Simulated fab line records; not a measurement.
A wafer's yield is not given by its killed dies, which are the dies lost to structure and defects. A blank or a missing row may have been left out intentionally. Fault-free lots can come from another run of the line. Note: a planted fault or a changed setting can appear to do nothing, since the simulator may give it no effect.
Matching of chambers + flow n5_finfet + N5_BEOL_M3_DESCUM_33 on rie_diel-04: 4 sister chambers
The step chemistry O2, time 7 s. 27 wafers are shown with their chamber, then 12 later ones without.

== WAFERS, EACH WITH ITS CHAMBER ==
| wafer  | chamber | drypump_motor_current_A (A) | showerhead_plenum_p_Torr (Torr) | throttle_valve_pct (%) |
|--------|---------|-----------------------------|---------------------------------|------------------------|
| L076.1 | 2       | 6.4                         | 2.13                            | 20.49                  |
| L076.3 | 1       | 5.3                         | 2.03                            | 20.11                  |
| L076.6 | 2       | 6.4                         | 2.13                            | 20.48                  |
| L078.2 | 1       | 5.4                         | 2.03                            | 20.11                  |
| L078.4 | 3       | 5.7                         | 2.11                            | 20.34                  |
| L078.5 | 1       | 5.3                         | 2.03                            | 20.10                  |
| L079.1 | 3       | 5.7                         | 2.11                            | 20.34                  |
| L079.3 | 1       | 5.3                         | 2.03                            | 20.10                  |
| L079.4 | 2       | 6.4                         | 2.13                            | 20.49                  |
| L082.1 | 0       | 5.9                         | 2.12                            | 20.43                  |
| L082.3 | 2       | 6.4                         | 2.13                            | 20.50                  |
| L082.5 | 0       | 5.9                         | 2.12                            | 20.41                  |
| L083.1 | 3       | 5.7                         | 2.11                            | 20.34                  |
| L083.5 | 1       | 5.4                         | 2.03                            | 20.11                  |
| L083.6 | 0       | 5.9                         | 2.12                            | 20.43                  |
| L084.2 | 3       | 5.7                         | 2.11                            | 20.35                  |
| L084.3 | 0       | 5.9                         | 2.12                            | 20.43                  |
| L084.5 | 1       | 5.4                         | 2.03                            | 20.12                  |
| L086.1 | 1       | 5.4                         | 2.03                            | 20.13                  |
| L086.3 | 3       | 5.7                         | 2.10                            | 20.36                  |
| L086.4 | 2       | 6.3                         | 2.13                            | 20.50                  |
| L089.1 | 1       | 5.3                         | 2.03                            | 20.13                  |
| L089.5 | 1       | 5.3                         | 2.03                            | 20.13                  |
| L089.6 | 2       | 6.4                         | 2.12                            | 20.51                  |
| L091.3 | 0       | 5.9                         | 2.12                            | 20.45                  |
| L091.4 | 2       | 6.4                         | 2.12                            | 20.50                  |
| L091.6 | 3       | 5.7                         | 2.10                            | 20.38                  |

SIGNATURES (averages over the wafers above)
| reading                  | chamber 0 | chamber 1 | chamber 2 | chamber 3 | scatter within a chamber |
|--------------------------|-----------|-----------|-----------|-----------|--------------------------|
| drypump_motor_current_A  | 5.900     | 5.344     | 6.386     | 5.700     | 0.0366                   |
| showerhead_plenum_p_Torr | 2.1200    | 2.0300    | 2.1271    | 2.1067    | 0.00347                  |
| throttle_valve_pct       | 20.4300   | 20.1156   | 20.4957   | 20.3517   | 0.013                    |
Rule: a wafer's distance from a chamber is the root of the sum, over the readings, of the square of ((its reading less the chamber's mean) divided by the reading's scatter). If the next closest chamber is less than 2 further off than the closest, the wafer can't be placed; otherwise it belongs to the closest. The scatter: take each reading less its chamber's mean, square it, sum over the shown wafers, divide by the number of wafers less the number of chambers, and take the root.

== WAFERS MISSING THEIR CHAMBER ==
| wafer  | drypump_motor_current_A (A) | showerhead_plenum_p_Torr (Torr) | throttle_valve_pct (%) |
|--------|-----------------------------|---------------------------------|------------------------|
| L090.1 | 5.4                         | 2.03                            | 20.15                  |
| L090.3 | 5.7                         | 2.10                            | 20.37                  |
| L090.5 | 5.3                         | 2.03                            | 20.14                  |
| L093.3 | 5.9                         | 2.11                            | 20.46                  |
| L093.4 | 5.7                         | 2.10                            | 20.37                  |
| L093.6 | 5.7                         | 2.10                            | 20.36                  |
| L094.1 | 5.7                         | 2.10                            | 20.38                  |
| L094.5 | 6.3                         | 2.12                            | 20.54                  |
| L094.6 | 5.3                         | 2.02                            | 20.15                  |
| L096.1 | 5.9                         | 2.11                            | 20.46                  |
| L096.5 | 5.7                         | 2.10                            | 20.38                  |
| L096.6 | 5.9                         | 2.11                            | 20.48                  |

== WHICH CHAMBER EACH WENT THROUGH ==
| wafer  | from the rows above | in truth |
|--------|---------------------|----------|
| L090.1 | 1                   | 1        |
| L090.3 | 3                   | 3        |
| L090.5 | 1                   | 1        |
| L093.3 | 0                   | 0        |
| L093.4 | 3                   | 3        |
| L093.6 | 3                   | 3        |
| L094.1 | 3                   | 3        |
| L094.5 | 2                   | 2        |
| L094.6 | 1                   | 1        |
| L096.1 | 0                   | 0        |
| L096.5 | 3                   | 3        |
| L096.6 | 0                   | 0        |
Correctly placed: 12 of 12. Number that these rows cannot place: 0. 0 placed wrongly.
